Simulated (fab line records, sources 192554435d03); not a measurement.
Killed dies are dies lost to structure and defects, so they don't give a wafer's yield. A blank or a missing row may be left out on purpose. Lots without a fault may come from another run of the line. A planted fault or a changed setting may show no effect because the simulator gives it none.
Split-lot experiment | flow n5_finfet | 7 lots, 21 wafers read, on a route of 1938 steps

THE SPLIT
At N5_BEOL_M4_DESCUM_16 (chemistry O2, time 7 s), the setting time_s was moved away from the recipe's 7 s on 9 of the 21 wafers read, by -17.7% to +20.6%. The other wafers ran this setting at the recipe's value.

FROM THE SPLIT TO THE READING: what the file shows between them, 1 step
- N5_BEOL_M4_ETCH_74: etches underlayer in N2/H2, target depth 6.5 nm, time 5.2 s

THE READING
CAR-EUV_of_BEOL_M4_COAT_05.thk_nm (the simulator's own value, which no gauge read), in nm, at N5_BEOL_M4_ETCH_63 (etches SiARC in CF4, target depth 15.6 nm, time 26 s). The file gives no usual value for it. The 12 wafers here that ran the recipe average 11.1 nm, standard deviation 0.099 nm.

wafer  | tool, chamber at the split | time_s as run, s | against the recipe | CAR-EUV_of_BEOL_M4_COAT_05.thk_nm, nm | against lot-mates on the recipe
L080.1 | rie_diel-01, 0             | 7                | recipe             | 11                                    | -
L080.6 | rie_diel-01, 0             | 7                | recipe             | 11                                    | -
L080.2 | rie_diel-01, 1             | 7.467            | +6.7%              | 10.8                                  | -0.2
L081.2 | rie_diel-04, 1,3           | 7                | recipe             | 11.2                                  | -
L081.5 | rie_diel-04, 1,3           | 7                | recipe             | 11                                    | -
L081.6 | rie_diel-04, 1             | 5.763            | -17.7%             | 11.8                                  | +0.7
L083.1 | rie_diel-04, 1             | 6.028            | -13.9%             | 11.6                                  | +0.4
L083.2 | rie_diel-04, 2             | 7                | recipe             | 11.2                                  | -
L083.6 | rie_diel-04, 2             | 7                | recipe             | 11.2                                  | -
L087.2 | rie_diel-01, 2             | 7                | recipe             | 11.2                                  | -
L087.6 | rie_diel-01, 1,0           | 7                | recipe             | 11.2                                  | -
L087.5 | rie_diel-01, 1,0           | 7                | recipe             | 11                                    | -
L089.1 | rie_diel-03, 2             | 7                | recipe             | 11.2                                  | -
L089.3 | rie_diel-03, 0             | 8.239            | +17.7%             | 10.6                                  | -0.6
L089.4 | rie_diel-03, 3             | 8.239            | +17.7%             | 10.4                                  | -0.8
L092.1 | rie_diel-04, 2,0           | 7.784            | +11.2%             | 10.8                                  | -0.2
L092.3 | rie_diel-04, 2,0           | 7.784            | +11.2%             | 10.6                                  | -0.4
L092.5 | rie_diel-04, 3             | 7                | recipe             | 11                                    | -
L096.1 | rie_diel-04, 1             | 7                | recipe             | 11.2                                  | -
L096.3 | rie_diel-04, 2,3           | 8.441            | +20.6%             | 10.6                                  | -0.6
L096.6 | rie_diel-04, 2,3           | 8.441            | +20.6%             | 10.4                                  | -0.8
Where a row lists several chambers, the file gives one row for several wafers and doesn't say which wafer went through which chamber.

THE FIT
A straight line over all 21 wafers: CAR-EUV_of_BEOL_M4_COAT_05.thk_nm changes by -0.0342 nm for each +1% of time_s; r = -0.96; the points scatter about the line by 0.1 nm.
The same after taking each lot's own level away (the mean of its wafers on the recipe; 21 wafers): -0.0351 nm for each +1%; r = -0.97; scatter 0.089 nm.
On that fit, the largest move of time_s shifts the reading by 0.72 nm.
The lots' own levels span 11.00 to 11.20 nm, that is 2.0 times the standard deviation above.
So the lot-to-lot level changes the slope little: the two slopes agree.
Check: with one of the wafers moved furthest among these (+20.6%) left out of the fit, the line predicts -0.747 nm for it against its lot-mates. It came out at -0.6 nm against them.

OTHER SPLITS ON THESE WAFERS
These wafers also went through other splits before the reading. Each is held against what the fit with the lots' levels taken away leaves over:
other split on the same wafers   | wafers away from the commonest value | r with CAR-EUV_of_BEOL_M4_COAT_05.thk_nm (lot level and that fit taken away)
N5_BEOL_M2_TRENCH_ETCH_37 time_s | 6                                    | -0.01
N5_BEOL_M3_EXPOSE_25 dose_mj     | 4                                    | +0.09

THE WHOLE CHAIN: every reading that the file lists as answering this split, in the file's order
step                 | what it does                                                | reading                                                                            | change (the file's fit)                | r (the file's)
N5_BEOL_M4_DESCUM_16 | chemistry O2, time 7 s                                      | CAR-EUV_of_BEOL_M4_COAT_05.thk_nm (the simulator's own value, which no gauge read) | -0.0375 nm for each +1% of the setting | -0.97
N5_BEOL_M4_ETCH_74   | etches underlayer in N2/H2, target depth 6.5 nm, time 5.2 s | CAR-EUV_of_BEOL_M4_COAT_05.thk_nm (the simulator's own value, which no gauge read) | -0.0358 nm for each +1% of the setting | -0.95
N5_BEOL_M4_ETCH_63   | etches SiARC in CF4, target depth 15.6 nm, time 26 s        | CAR-EUV_of_BEOL_M4_COAT_05.thk_nm (the simulator's own value, which no gauge read) | -0.035 nm for each +1% of the setting  | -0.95

THE FILE'S OWN FIT
CAR-EUV_of_BEOL_M4_COAT_05.thk_nm changes by -0.035 nm for each +1% of time_s, r = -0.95.
